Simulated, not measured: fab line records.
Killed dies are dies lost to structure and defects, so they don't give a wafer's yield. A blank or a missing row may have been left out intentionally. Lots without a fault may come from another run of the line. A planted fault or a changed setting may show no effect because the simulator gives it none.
Matching of chambers :: flow n5Finfet :: N5_BEOL_M4_ALD_98 on aldSin-02 has 4 sister chambers
The step deposits SiO2, target thk 2.5 nm, pulse time 1 s, co reactant pulse time 1 s. 8 wafers are shown with their chamber, then 8 later ones without.

== WAFERS PAIRED WITH THEIR CHAMBERS ==
wafer: L077.3
chamber: 3
heaterPowerW (W): 68
precursorPulseHeightRel: 0.975

wafer: L077.6
chamber: 1
heaterPowerW (W): 66
precursorPulseHeightRel: 1.009

wafer: L082.2
chamber: 0
heaterPowerW (W): 87
precursorPulseHeightRel: 0.998

wafer: L082.3
chamber: 1
heaterPowerW (W): 67
precursorPulseHeightRel: 0.980

wafer: L084.1
chamber: 3
heaterPowerW (W): 67
precursorPulseHeightRel: 1.039

wafer: L084.2
chamber: 0
heaterPowerW (W): 89
precursorPulseHeightRel: 0.996

wafer: L084.4
chamber: 2
heaterPowerW (W): 66
precursorPulseHeightRel: 1.004

wafer: L085.2
chamber: 2
heaterPowerW (W): 65
precursorPulseHeightRel: 0.996

== WAFERS WHOSE CHAMBER IS MISSING ==
wafer: L085.3
heaterPowerW (W): 65
precursorPulseHeightRel: 0.996

wafer: L085.5
heaterPowerW (W): 65
precursorPulseHeightRel: 0.963

wafer: L091.1
heaterPowerW (W): 66
precursorPulseHeightRel: 1.036

wafer: L091.3
heaterPowerW (W): 89
precursorPulseHeightRel: 1.014

wafer: L091.5
heaterPowerW (W): 66
precursorPulseHeightRel: 1.011

wafer: L095.1
heaterPowerW (W): 67
precursorPulseHeightRel: 0.985

wafer: L095.2
heaterPowerW (W): 65
precursorPulseHeightRel: 0.996

wafer: L095.4
heaterPowerW (W): 88
precursorPulseHeightRel: 1.004

== WHICH CHAMBER EACH ONE RAN IN ==
wafer: L085.3
from the rows above: can't be placed: 2 or 1
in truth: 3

wafer: L085.5
from the rows above: can't be placed: 2 or 1 or 3
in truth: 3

wafer: L091.1
from the rows above: can't be placed: 2 or 1 or 3
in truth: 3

wafer: L091.3
from the rows above: 0
in truth: 0

wafer: L091.5
from the rows above: can't be placed: 2 or 1 or 3
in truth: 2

wafer: L095.1
from the rows above: can't be placed: 1 or 3 or 2
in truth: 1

wafer: L095.2
from the rows above: can't be placed: 2 or 1
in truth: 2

wafer: L095.4
from the rows above: 0
in truth: 0
Correct placement for 2 of the 8. From these rows, 6 cannot be placed; in 5 the true chamber is one of the candidates. 0 placed wrongly.
How it was worked out, from the rows above alone: a wafer's distance from a chamber is the root of the sum, over the readings, of the square of ((its reading less the chamber's mean) divided by the reading's scatter). If the next closest chamber is less than 2 further off than the closest, the wafer can't be placed; otherwise it belongs to the closest. The mean given for a chamber averages the wafers shown for that chamber. The scatter: the root of (the sum of the squares of (reading less its chamber's mean) over the shown wafers, divided by (wafers less chambers)).
